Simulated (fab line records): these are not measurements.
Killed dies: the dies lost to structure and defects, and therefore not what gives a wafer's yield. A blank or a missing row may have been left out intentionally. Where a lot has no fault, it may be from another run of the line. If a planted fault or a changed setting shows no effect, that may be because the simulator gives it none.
What tool caused it? :: flow nandHarc :: Sampling: 12 lots, 36 wafers, 5 of 1302 route steps

WHAT EACH GAUGE READ, for each wafer
NHARC_END_SORT_01.
lot: L794
measured: day 30 14:07
on: prober-01
killedAtArray: 43 45 60
killedAtOther: 0 0 1
killedAtPeriphery: 2 3 3
killedDies: 45 48 64
killedOpen: 5 2 5
killedShort: 5 4 4

WHAT TOOL EACH LOT RAN ON (gives the tool, then ch and the chambers of the sampled wafers, and finally the start)
lot: L780
NHARC_A_STAIRCASE_HM_DEP_462: aclDep-03 ch 0, day 17 10:25
NHARC_A_STAIRCASE_HM_OPEN_463: rieDiel-10 ch 0,2,3, day 18 22:36 or earlier
NHARC_A_STAIRCASE_STRIP_316: rieDiel-10 ch 0,2,3, day 18 22:36 or earlier
NHARC_A_STAIRCASE_DEP_325: pecvd-03 ch 0,1,2, day 18 22:36

lot: L782
NHARC_A_STAIRCASE_HM_DEP_462: aclDep-01 ch 0, day 18 11:49
NHARC_A_STAIRCASE_HM_OPEN_463: rieDiel-07 ch 1,2, day 20 06:53 or earlier
NHARC_A_STAIRCASE_STRIP_316: rieDiel-07 ch 0,2, day 20 06:53 or earlier
NHARC_A_STAIRCASE_DEP_325: pecvd-03 ch 1,2, day 20 06:53

lot: L784
NHARC_A_STAIRCASE_HM_DEP_462: aclDep-01 ch 0, day 18 19:30
NHARC_A_STAIRCASE_HM_OPEN_463: rieDiel-08 ch 0,1,2, day 20 06:52 or earlier
NHARC_A_STAIRCASE_STRIP_316: rieDiel-08 ch 0,1,2, day 20 06:52 or earlier
NHARC_A_STAIRCASE_DEP_325: pecvd-02 ch 1,2, day 20 06:52

lot: L783
NHARC_A_STAIRCASE_HM_DEP_462: aclDep-03 ch 0, day 18 22:13
NHARC_A_STAIRCASE_HM_OPEN_463: rieDiel-10 ch 0,1,2, day 20 11:08 or earlier
NHARC_A_STAIRCASE_STRIP_316: rieDiel-10 ch 0,1, day 20 11:08 or earlier
NHARC_A_STAIRCASE_DEP_325: pecvd-02 ch 0,1, day 20 11:08

lot: L786
NHARC_A_STAIRCASE_HM_DEP_462: aclDep-02 ch 0, day 20 04:58
NHARC_A_STAIRCASE_HM_OPEN_463: rieDiel-10 ch 0,2,3, day 21 20:18 or earlier
NHARC_A_STAIRCASE_STRIP_316: rieDiel-10 ch 0,1,3, day 21 20:18 or earlier
NHARC_A_STAIRCASE_DEP_325: pecvd-03 ch 0,1, day 21 20:18

lot: L785
NHARC_A_STAIRCASE_HM_DEP_462: aclDep-01 ch 0, day 20 05:23
NHARC_A_STAIRCASE_HM_OPEN_463: rieDiel-08 ch 2,3, day 21 20:36 or earlier
NHARC_A_STAIRCASE_STRIP_316: rieDiel-08 ch 1,2, day 21 20:36 or earlier
NHARC_A_STAIRCASE_DEP_325: pecvd-04 ch 0,1,2, day 21 20:36

lot: L793
NHARC_A_STAIRCASE_HM_DEP_462: aclDep-01 ch 0, day 23 07:28
NHARC_A_STAIRCASE_HM_OPEN_463: rieDiel-10 ch 0,1, day 24 17:52 or earlier
NHARC_A_STAIRCASE_STRIP_316: rieDiel-10 ch 0,1,3, day 24 17:52 or earlier
NHARC_A_STAIRCASE_DEP_325: pecvd-04 ch 1,2, day 24 17:52

lot: L794
NHARC_A_STAIRCASE_HM_DEP_462: aclDep-02 ch 0, day 23 11:04
NHARC_A_STAIRCASE_HM_OPEN_463: rieDiel-08 ch 0,1,2, day 24 17:11 or earlier
NHARC_A_STAIRCASE_STRIP_316: rieDiel-08 ch 0,1,3, day 24 17:11 or earlier
NHARC_A_STAIRCASE_DEP_325: pecvd-04 ch 1,2, day 24 17:11

lot: L796
NHARC_A_STAIRCASE_HM_DEP_462: aclDep-03 ch 0, day 23 13:58
NHARC_A_STAIRCASE_HM_OPEN_463: rieDiel-08 ch 0,1,3, day 24 17:34 or earlier
NHARC_A_STAIRCASE_STRIP_316: rieDiel-08 ch 0,1,2, day 24 17:34 or earlier
NHARC_A_STAIRCASE_DEP_325: pecvd-03 ch 0,2, day 24 17:34

lot: L795
NHARC_A_STAIRCASE_HM_DEP_462: aclDep-03 ch 0, day 23 17:34
NHARC_A_STAIRCASE_HM_OPEN_463: rieDiel-07 ch 0,1,2, day 25 03:28 or earlier
NHARC_A_STAIRCASE_STRIP_316: rieDiel-07 ch 0,2,3, day 25 03:28 or earlier
NHARC_A_STAIRCASE_DEP_325: pecvd-02 ch 1,2, day 25 03:28

lot: L797
NHARC_A_STAIRCASE_HM_DEP_462: aclDep-01 ch 0, day 24 13:13
NHARC_A_STAIRCASE_HM_OPEN_463: rieDiel-10 ch 1,2,3, day 26 00:05 or earlier
NHARC_A_STAIRCASE_STRIP_316: rieDiel-10 ch 0,1,2, day 26 00:05 or earlier
NHARC_A_STAIRCASE_DEP_325: pecvd-03 ch 0,1, day 26 00:05

lot: L800
NHARC_A_STAIRCASE_HM_DEP_462: aclDep-01 ch 0, day 26 10:31
NHARC_A_STAIRCASE_HM_OPEN_463: rieDiel-10 ch 0,1,2, day 27 22:17 or earlier
NHARC_A_STAIRCASE_STRIP_316: rieDiel-10 ch 0,1,2, day 27 22:17 or earlier
NHARC_A_STAIRCASE_DEP_325: pecvd-04 ch 0,1, day 27 22:17
- NHARC_A_STAIRCASE_HM_DEP_462: deposits aC, target thk 800 nm.
- NHARC_A_STAIRCASE_HM_OPEN_463: chemistry O2/COS.
- NHARC_A_STAIRCASE_STRIP_316: strips in O2.
- NHARC_A_STAIRCASE_DEP_325: deposits SiO2, target thk 7200 nm.

AS READ BY THE TOOLS THEMSELVES (means over the sampled wafers that have a number; for cases with no such wafer, the mark the record gives instead)
NHARC_A_STAIRCASE_HM_DEP_462.
lot: L780
tool: aclDep-03
throttleValvePct (%): 35.000

lot: L782
tool: aclDep-01
throttleValvePct (%): 35.005

lot: L784
tool: aclDep-01
throttleValvePct (%): 34.998

lot: L783
tool: aclDep-03
throttleValvePct (%): 35.001

lot: L786
tool: aclDep-02
throttleValvePct (%): 34.994

lot: L785
tool: aclDep-01
throttleValvePct (%): 35.003

lot: L793
tool: aclDep-01
throttleValvePct (%): 34.998

lot: L794
tool: aclDep-02
throttleValvePct (%): 35.003

lot: L796
tool: aclDep-03
throttleValvePct (%): 35.007

lot: L795
tool: aclDep-03
throttleValvePct (%): 35.005

lot: L797
tool: aclDep-01
throttleValvePct (%): 34.997

lot: L800
tool: aclDep-01
throttleValvePct (%): 34.998

NHARC_A_STAIRCASE_HM_OPEN_463.
lot: L780
tool: rieDiel-10
drypumpMotorCurrentA (A): 5.5
o2FlowSccm (sccm): 400.2
oesProductAu (a.u.): 0.997
rfVppV (V): 464
showerheadPlenumPTorr (Torr): 2.98
throttleValvePct (%): 28.321

lot: L782
tool: rieDiel-07
drypumpMotorCurrentA (A): 5.6
o2FlowSccm (sccm): 399.4
oesProductAu (a.u.): 0.990
rfVppV (V): 470
showerheadPlenumPTorr (Torr): 3.26
throttleValvePct (%): 28.330

lot: L784
tool: rieDiel-08
drypumpMotorCurrentA (A): 6.4
o2FlowSccm (sccm): 399.6
oesProductAu (a.u.): 1.009
rfVppV (V): 469
showerheadPlenumPTorr (Torr): 3.20
throttleValvePct (%): 28.333

lot: L783
tool: rieDiel-10
drypumpMotorCurrentA (A): 5.5
o2FlowSccm (sccm): 402.1
oesProductAu (a.u.): 1.007
rfVppV (V): 465
showerheadPlenumPTorr (Torr): 3.03
throttleValvePct (%): 28.339

lot: L786
tool: rieDiel-10
drypumpMotorCurrentA (A): 5.5
o2FlowSccm (sccm): 399.7
oesProductAu (a.u.): 1.009
rfVppV (V): 464
showerheadPlenumPTorr (Torr): 2.97
throttleValvePct (%): 28.334

lot: L785
tool: rieDiel-08
drypumpMotorCurrentA (A): 6.0
o2FlowSccm (sccm): 399.5
oesProductAu (a.u.): 1.003
rfVppV (V): 466
showerheadPlenumPTorr (Torr): 3.08
throttleValvePct (%): 28.330

lot: L793
tool: rieDiel-10
drypumpMotorCurrentA (A): 5.4
o2FlowSccm (sccm): 399.8
oesProductAu (a.u.): 1.010
rfVppV (V): 464
showerheadPlenumPTorr (Torr): 3.04
throttleValvePct (%): 28.321

lot: L794
tool: rieDiel-08
drypumpMotorCurrentA (A): 6.4
o2FlowSccm (sccm): 399.6
oesProductAu (a.u.): 1.010
rfVppV (V): 469
showerheadPlenumPTorr (Torr): 3.19
throttleValvePct (%): 28.338

lot: L796
tool: rieDiel-08
drypumpMotorCurrentA (A): 6.1
o2FlowSccm (sccm): 400.5
oesProductAu (a.u.): 1.008
rfVppV (V): 466
showerheadPlenumPTorr (Torr): 3.10
throttleValvePct (%): 28.331

lot: L795
tool: rieDiel-07
drypumpMotorCurrentA (A): 5.8
o2FlowSccm (sccm): 401.3
oesProductAu (a.u.): 0.995
rfVppV (V): 468
showerheadPlenumPTorr (Torr): 3.14
throttleValvePct (%): 28.325

lot: L797
tool: rieDiel-10
drypumpMotorCurrentA (A): 5.5
o2FlowSccm (sccm): 400.1
oesProductAu (a.u.): 1.006
rfVppV (V): 465
showerheadPlenumPTorr (Torr): 3.00
throttleValvePct (%): 28.338

lot: L800
tool: rieDiel-10
drypumpMotorCurrentA (A): 5.5
o2FlowSccm (sccm): 399.2
oesProductAu (a.u.): 1.003
rfVppV (V): 468
showerheadPlenumPTorr (Torr): 3.15
throttleValvePct (%): 28.331

NHARC_A_STAIRCASE_STRIP_316.
lot: L780
tool: rieDiel-10
drypumpMotorCurrentA (A): 5.5
o2FlowSccm (sccm): 500.5
oesProductAu (a.u.): 1.010
rfVppV (V): 56.8
showerheadPlenumPTorr (Torr): 3.37
throttleValvePct (%): 17.026

lot: L782
tool: rieDiel-07
drypumpMotorCurrentA (A): 6.1
o2FlowSccm (sccm): 501.4
oesProductAu (a.u.): 0.989
rfVppV (V): 58.0
showerheadPlenumPTorr (Torr): 3.47
throttleValvePct (%): 17.024

lot: L784
tool: rieDiel-08
drypumpMotorCurrentA (A): 6.4
o2FlowSccm (sccm): 499.6
oesProductAu (a.u.): 1.015
rfVppV (V): 57.6
showerheadPlenumPTorr (Torr): 3.62
throttleValvePct (%): 17.025

lot: L783
tool: rieDiel-10
drypumpMotorCurrentA (A): 5.4
o2FlowSccm (sccm): 498.7
oesProductAu (a.u.): 1.010
rfVppV (V): 57.6
showerheadPlenumPTorr (Torr): 3.50
throttleValvePct (%): 17.040

lot: L786
tool: rieDiel-10
drypumpMotorCurrentA (A): 5.4
o2FlowSccm (sccm): 499.0
oesProductAu (a.u.): 1.000
rfVppV (V): 57.9
showerheadPlenumPTorr (Torr): 3.44
throttleValvePct (%): 17.040

lot: L785
tool: rieDiel-08
drypumpMotorCurrentA (A): 6.5
o2FlowSccm (sccm): 498.5
oesProductAu (a.u.): 1.020
rfVppV (V): 58.1
showerheadPlenumPTorr (Torr): 3.59
throttleValvePct (%): 17.033

lot: L793
tool: rieDiel-10
drypumpMotorCurrentA (A): 5.4
o2FlowSccm (sccm): 500.0
oesProductAu (a.u.): 1.007
rfVppV (V): 57.1
showerheadPlenumPTorr (Torr): 3.42
throttleValvePct (%): 17.033

lot: L794
tool: rieDiel-08
drypumpMotorCurrentA (A): 6.1
o2FlowSccm (sccm): 500.4
oesProductAu (a.u.): 1.003
rfVppV (V): 57.2
showerheadPlenumPTorr (Torr): 3.51
throttleValvePct (%): 17.028

lot: L796
tool: rieDiel-08
drypumpMotorCurrentA (A): 6.4
o2FlowSccm (sccm): 501.4
oesProductAu (a.u.): 1.009
rfVppV (V): 58.3
showerheadPlenumPTorr (Torr): 3.60
throttleValvePct (%): 17.035

lot: L795
tool: rieDiel-07
drypumpMotorCurrentA (A): 5.9
o2FlowSccm (sccm): 499.6
oesProductAu (a.u.): 0.999
rfVppV (V): 57.7
showerheadPlenumPTorr (Torr): 3.47
throttleValvePct (%): 17.043

lot: L797
tool: rieDiel-10
drypumpMotorCurrentA (A): 5.4
o2FlowSccm (sccm): 500.5
oesProductAu (a.u.): 1.005
rfVppV (V): 57.4
showerheadPlenumPTorr (Torr): 3.40
throttleValvePct (%): 17.027

lot: L800
tool: rieDiel-10
drypumpMotorCurrentA (A): 5.5
o2FlowSccm (sccm): 500.4
oesProductAu (a.u.): 0.996
rfVppV (V): 58.5
showerheadPlenumPTorr (Torr): 3.57
throttleValvePct (%): 17.025

NHARC_A_STAIRCASE_DEP_325.
lot: L780
tool: pecvd-03
heaterPowerW (W): 555
mfcPrecursorSccm (sccm): 199.9

lot: L782
tool: pecvd-03
heaterPowerW (W): 638
mfcPrecursorSccm (sccm): 200.3

lot: L784
tool: pecvd-02
heaterPowerW (W): 617
mfcPrecursorSccm (sccm): 199.8

lot: L783
tool: pecvd-02
heaterPowerW (W): 608
mfcPrecursorSccm (sccm): 200.7

lot: L786
tool: pecvd-03
heaterPowerW (W): 635
mfcPrecursorSccm (sccm): 199.5

lot: L785
tool: pecvd-04
heaterPowerW (W): 586
mfcPrecursorSccm (sccm): 200.0

lot: L793
tool: pecvd-04
heaterPowerW (W): 599
mfcPrecursorSccm (sccm): 272.1

lot: L794
tool: pecvd-04
heaterPowerW (W): 644
mfcPrecursorSccm (sccm): 272.2

lot: L796
tool: pecvd-03
heaterPowerW (W): 599
mfcPrecursorSccm (sccm): 200.5

lot: L795
tool: pecvd-02
heaterPowerW (W): 607
mfcPrecursorSccm (sccm): 200.3

lot: L797
tool: pecvd-03
heaterPowerW (W): 630
mfcPrecursorSccm (sccm): 200.1

lot: L800
tool: pecvd-04
heaterPowerW (W): 659
mfcPrecursorSccm (sccm): 199.9

THE ANSWER, worked out from the rows above alone
Rule: usual is defined by the lots themselves. The widest of any qualifying gaps counts: lots, ordered by their means at a reading, are off when they make up no more than a third of the lots, leave a main group of 4 or more, and stand apart from it by 3 or more times the standard deviation of that group's means. A main group is skipped when, at the precision printed for the reading in the tables above, its means are all equal. Also off: a lot with no number at a reading for which 4 or more lots have one. Where the step has rows for the other lots, those lots are counted as sound. After the gauges, taken in route order, come the tools' own readings; for these a lot's mean is taken, as printed above. At the first step where some lot is off, the reading lying furthest off is the one used; lots without a number count as furthest.
Off: L793, L794, at NHARC_A_STAIRCASE_DEP_325 (mfcPrecursorSccm). Mean 200.1 sccm and standard deviation 0.34 in the main group.
If a tool, at that step or one of the process steps before it, ran each lot that is off and ran no sound lot following the first of them, it fits. NHARC_A_STAIRCASE_HM_OPEN_463 gives no start for some lots, so the hours and the order of its lots are those of NHARC_A_STAIRCASE_DEP_325. NHARC_A_STAIRCASE_STRIP_316 gives no start for some lots, so the hours and the order of its lots are those of NHARC_A_STAIRCASE_DEP_325. No candidate that was tried fits.

WHAT THE SIMULATOR HAD INSERTED
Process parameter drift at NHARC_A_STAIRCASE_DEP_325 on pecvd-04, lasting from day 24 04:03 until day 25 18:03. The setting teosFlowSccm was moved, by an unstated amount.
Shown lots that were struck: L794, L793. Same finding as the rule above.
